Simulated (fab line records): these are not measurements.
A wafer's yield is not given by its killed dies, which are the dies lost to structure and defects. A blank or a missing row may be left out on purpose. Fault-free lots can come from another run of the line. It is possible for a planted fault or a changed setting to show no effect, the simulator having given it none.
Which tool was responsible? + flow nand_harc + 72 wafers from 24 lots sampled at 4 of the route's 1302 steps

WHAT THE GAUGES READ, wafer by wafer
NHARC_A_WL_FILL_INSPECT_15.
| lot  | measured     | on                | raw_defect_count |
|------|--------------|-------------------|------------------|
| L074 | day 21 17:54 | defect_inspect-01 | 502 592 481      |
| L076 | day 21 23:11 | defect_inspect-01 | 349 469 447      |
| L075 | day 22 05:08 | defect_inspect-01 | 338 363 348      |
| L078 | day 23 04:43 | defect_inspect-01 | 675 563 527      |
| L080 | day 23 17:20 | defect_inspect-01 | 342 421 336      |
| L079 | day 23 17:19 | defect_inspect-02 | 413 317 395      |
| L082 | day 24 00:08 | defect_inspect-01 | 466 404 563      |
| L077 | day 24 03:22 | defect_inspect-02 | 538 600 390      |
| L081 | day 24 03:16 | defect_inspect-01 | 418 470 358      |
| L086 | day 25 08:50 | defect_inspect-01 | 457 342 508      |
| L085 | day 25 15:19 | defect_inspect-01 | 374 445 467      |
| L083 | day 25 15:28 | defect_inspect-01 | 663 681 666      |
| L084 | day 25 20:47 | defect_inspect-02 | 558 562 622      |
| L087 | day 26 17:52 | defect_inspect-02 | 365 411 590      |
| L089 | day 27 07:38 | defect_inspect-01 | 552 451 444      |
| L088 | day 27 07:47 | defect_inspect-02 | 719 484 675      |
| L091 | day 27 21:32 | defect_inspect-02 | 503 496 865      |
| L090 | day 28 11:08 | defect_inspect-01 | 600 502 634      |
| L092 | day 28 22:13 | defect_inspect-01 | 483 478 347      |
| L093 | day 29 16:30 | defect_inspect-01 | 481 595 478      |
| L094 | day 30 03:52 | defect_inspect-02 | 334 380 736      |
| L096 | day 30 14:47 | defect_inspect-01 | 503 452 406      |
| L095 | day 30 14:45 | defect_inspect-02 | 361 340 385      |
| L097 | day 31 09:51 | defect_inspect-01 | 476 403 537      |

NHARC_A_CONTACT_OVL_MEAS_43.
| lot  | measured     | on         | overlay_x_nm (nm) | overlay_y_nm (nm) |
|------|--------------|------------|-------------------|-------------------|
| L074 | day 22 01:20 | overlay-01 | 0.0 0.0 -0.6      | 0.2 0.6 0.3       |
| L076 | day 22 04:55 | overlay-01 | 1.4 1.8 1.8       | 0.4 0.9 0.6       |
| L075 | day 22 11:17 | overlay-02 | -1.8 -2.5 -2.1    | 0.3 0.1 0.1       |
| L078 | day 23 10:25 | overlay-02 | 2.2 1.5 1.4       | 1.4 1.0 0.6       |
| L080 | day 24 00:20 | overlay-01 | -0.6 -0.4 0.0     | 1.3 1.0 1.3       |
| L079 | day 24 00:11 | overlay-01 | 0.9 1.3 1.1       | 0.7 1.1 0.9       |
| L082 | day 24 08:19 | overlay-02 | 0.6 0.2 0.5       | -0.3 -0.4 -0.5    |
| L077 | day 24 18:03 | overlay-02 | -0.8 -0.7 -0.6    | 1.2 1.0 0.8       |
| L081 | day 24 17:35 | overlay-01 | -1.2 -1.9 -1.6    | 0.6 1.2 1.0       |
| L086 | day 25 14:29 | overlay-02 | -0.8 -2.5 -1.4    | 0.1 0.0 0.2       |
| L085 | day 25 21:04 | overlay-02 | 0.0 0.7 0.4       | 0.1 0.1 0.0       |
| L083 | day 25 21:10 | overlay-01 | -0.1 -0.3 -0.5    | -0.4 -0.1 -0.7    |
| L084 | day 26 05:25 | overlay-01 | 0.7 0.5 0.7       | 0.2 -0.2 0.5      |
| L087 | day 26 23:40 | overlay-02 | -0.3 -0.9 -0.2    | 0.1 0.7 0.6       |
| L089 | day 27 14:14 | overlay-02 | -1.0 -0.9 -0.9    | -1.1 -0.4 -1.2    |
| L088 | day 27 14:24 | overlay-01 | 0.2 1.0 0.4       | 1.4 1.6 1.4       |
| L091 | day 28 03:20 | overlay-01 | 0.6 0.7 0.3       | -1.1 -0.1 -0.8    |
| L090 | day 28 16:54 | overlay-02 | 0.0 0.1 0.5       | -0.3 -0.1 0.4     |
| L092 | day 29 03:58 | overlay-02 | -0.1 -0.2 0.0     | 0.4 0.3 -0.2      |
| L093 | day 29 22:12 | overlay-02 | -0.1 -0.8 -0.6    | -0.5 0.1 -0.4     |
| L094 | day 30 09:38 | overlay-01 | -0.3 0.1 -0.4     | -0.9 -1.3 -1.1    |
| L096 | day 30 21:43 | overlay-01 | 1.4 1.3 1.3       | -1.3 -1.0 -0.5    |
| L095 | day 30 20:52 | overlay-02 | 0.5 0.0 0.6       | -0.3 -0.7 -1.0    |
| L097 | day 31 18:57 | overlay-02 | -0.8 -0.5 -1.1    | 0.5 0.7 1.2       |

NHARC_A_CONTACT_INSPECT_44.
| lot  | measured     | on                | raw_defect_count |
|------|--------------|-------------------|------------------|
| L074 | day 22 01:22 | defect_inspect-01 | 126 139 143      |
| L076 | day 22 04:58 | defect_inspect-02 | 142 144 113      |
| L075 | day 22 11:19 | defect_inspect-02 | 51 58 59         |
| L078 | day 23 10:27 | defect_inspect-01 | 138 148 168      |
| L080 | day 24 00:22 | defect_inspect-02 | 96 109 104       |
| L079 | day 24 00:13 | defect_inspect-02 | 72 72 64         |
| L082 | day 24 08:21 | defect_inspect-01 | 75 73 71         |
| L077 | day 24 18:05 | defect_inspect-01 | 65 61 64         |
| L081 | day 24 17:37 | defect_inspect-01 | 69 70 74         |
| L086 | day 25 14:31 | defect_inspect-02 | 31 43 40         |
| L085 | day 25 21:06 | defect_inspect-01 | 96 87 80         |
| L083 | day 25 21:13 | defect_inspect-01 | 114 133 132      |
| L084 | day 26 05:28 | defect_inspect-02 | 104 146 125      |
| L087 | day 26 23:43 | defect_inspect-01 | 122 129 104      |
| L089 | day 27 14:17 | defect_inspect-02 | 21 21 27         |
| L088 | day 27 14:26 | defect_inspect-02 | 136 173 142      |
| L091 | day 28 03:23 | defect_inspect-01 | 63 62 79         |
| L090 | day 28 16:56 | defect_inspect-02 | 118 118 121      |
| L092 | day 29 04:01 | defect_inspect-01 | 35 31 14         |
| L093 | day 29 22:14 | defect_inspect-02 | 71 77 63         |
| L094 | day 30 09:40 | defect_inspect-02 | 55 52 57         |
| L096 | day 30 21:44 | defect_inspect-02 | 60 73 55         |
| L095 | day 30 20:55 | defect_inspect-01 | 44 38 45         |
| L097 | day 31 18:59 | defect_inspect-01 | 111 101 90       |

EACH LOT AND THE TOOL THAT RAN IT (in order: tool; ch and the chambers of the sampled wafers; start)
| lot  | NHARC_A_WL_FILL_ETCHBACK_26      |
|------|----------------------------------|
| L074 | rie_si-05 ch 1,2, day 21 16:46   |
| L076 | rie_si-05 ch 0,2,3, day 21 21:52 |
| L075 | rie_si-05 ch 1,2,3, day 22 04:00 |
| L078 | rie_si-04 ch 0,1,2, day 23 03:37 |
| L080 | rie_si-05 ch 1,2,3, day 23 16:11 |
| L079 | rie_si-04 ch 0,1,2, day 23 16:11 |
| L082 | rie_si-04 ch 0,1,2, day 23 23:01 |
| L077 | rie_si-05 ch 0,1,2, day 24 02:04 |
| L081 | rie_si-04 ch 1,3, day 24 02:05   |
| L086 | rie_si-05 ch 0,1,2, day 25 07:34 |
| L085 | rie_si-03 ch 0,3, day 25 14:04   |
| L083 | rie_si-04 ch 1,2,3, day 25 14:05 |
| L084 | rie_si-03 ch 1,2,3, day 25 19:41 |
| L087 | rie_si-05 ch 1,3, day 26 16:44   |
| L089 | rie_si-04 ch 0,1,2, day 27 06:31 |
| L088 | rie_si-05 ch 2,3, day 27 06:32   |
| L091 | rie_si-03 ch 0,2, day 27 20:23   |
| L090 | rie_si-04 ch 0,2,3, day 28 10:03 |
| L092 | rie_si-05 ch 0,1,3, day 28 21:07 |
| L093 | rie_si-04 ch 0,3, day 29 15:22   |
| L094 | rie_si-03 ch 0,2,3, day 30 02:44 |
| L096 | rie_si-04 ch 0,2,3, day 30 13:38 |
| L095 | rie_si-03 ch 0,1,2, day 30 13:38 |
| L097 | rie_si-03 ch 2,3, day 31 08:35   |
- NHARC_A_WL_FILL_ETCHBACK_26: etches the open film in HBr, target depth 52 nm, time 13.3 s.

AS READ BY THE TOOLS THEMSELVES (means over the sampled wafers that have a number; for cases with no such wafer, the mark the record gives instead)
NHARC_A_WL_FILL_ETCHBACK_26.
| lot  | tool      | drypump_motor_current_A (A) | hbr_flow_sccm (sccm) | oes_product_au (a.u.) | throttle_valve_pct (%) |
|------|-----------|-----------------------------|----------------------|-----------------------|------------------------|
| L074 | rie_si-05 | 6.4                         | 150.2                | 1.013                 | 23.257                 |
| L076 | rie_si-05 | 6.4                         | 150.0                | 1.005                 | 23.264                 |
| L075 | rie_si-05 | 6.3                         | 149.5                | 1.004                 | 23.265                 |
| L078 | rie_si-04 | 6.0                         | 149.8                | 1.015                 | 23.267                 |
| L080 | rie_si-05 | 6.3                         | 149.9                | 1.004                 | 23.268                 |
| L079 | rie_si-04 | 5.9                         | 150.0                | 1.001                 | 23.279                 |
| L082 | rie_si-04 | 5.9                         | 149.7                | 1.013                 | 23.261                 |
| L077 | rie_si-05 | 6.1                         | 150.2                | 1.003                 | 23.273                 |
| L081 | rie_si-04 | 5.8                         | 150.1                | 1.005                 | 23.281                 |
| L086 | rie_si-05 | 6.1                         | 150.0                | 1.011                 | 23.259                 |
| L085 | rie_si-03 | 5.1                         | 149.8                | 1.003                 | 23.262                 |
| L083 | rie_si-04 | 5.8                         | 150.1                | 1.010                 | 23.266                 |
| L084 | rie_si-03 | 5.9                         | 149.9                | 1.003                 | 23.262                 |
| L087 | rie_si-05 | 6.0                         | 149.6                | 1.004                 | 23.269                 |
| L089 | rie_si-04 | 5.9                         | 150.1                | 1.000                 | 23.272                 |
| L088 | rie_si-05 | 6.7                         | 149.0                | 1.011                 | 23.263                 |
| L091 | rie_si-03 | 5.4                         | 149.6                | 1.003                 | 23.268                 |
| L090 | rie_si-04 | 6.1                         | 150.1                | 1.002                 | 23.267                 |
| L092 | rie_si-05 | 6.0                         | 150.0                | 1.003                 | 23.263                 |
| L093 | rie_si-04 | 6.1                         | 150.4                | 0.995                 | 23.262                 |
| L094 | rie_si-03 | 5.4                         | 150.1                | 1.001                 | 23.258                 |
| L096 | rie_si-04 | 6.1                         | 150.0                | 0.985                 | 23.268                 |
| L095 | rie_si-03 | 5.9                         | 150.0                | 1.007                 | 23.263                 |
| L097 | rie_si-03 | 5.3                         | 150.0                | 1.008                 | 23.259                 |

THE ANSWER, worked out from the rows above alone
Rule: the lots themselves supply what counts as usual. Put in order of their means at a reading, lots are off if they are a third of the lots or fewer, leave a main group of 4 or more, and stand apart from it by a gap of 3 or more times the standard deviation of the main group's means; of several such gaps the widest counts. A main group is skipped when, at the precision printed for the reading in the tables above, its means are all equal. Also off: a lot with no number at a reading for which 4 or more lots have one. Where the step has rows for the other lots, those lots are counted as sound. Order of review: gauges by route order, followed by the tools' own readings, for which a lot's mean as printed above is used. The first step at which some lot is off is used, and at that step the reading that is off furthest; a lot without a number counts as furthest.
No lot is off at any reading shown: from this, nothing can be told.

WHAT WAS PUT IN BY THE SIMULATOR
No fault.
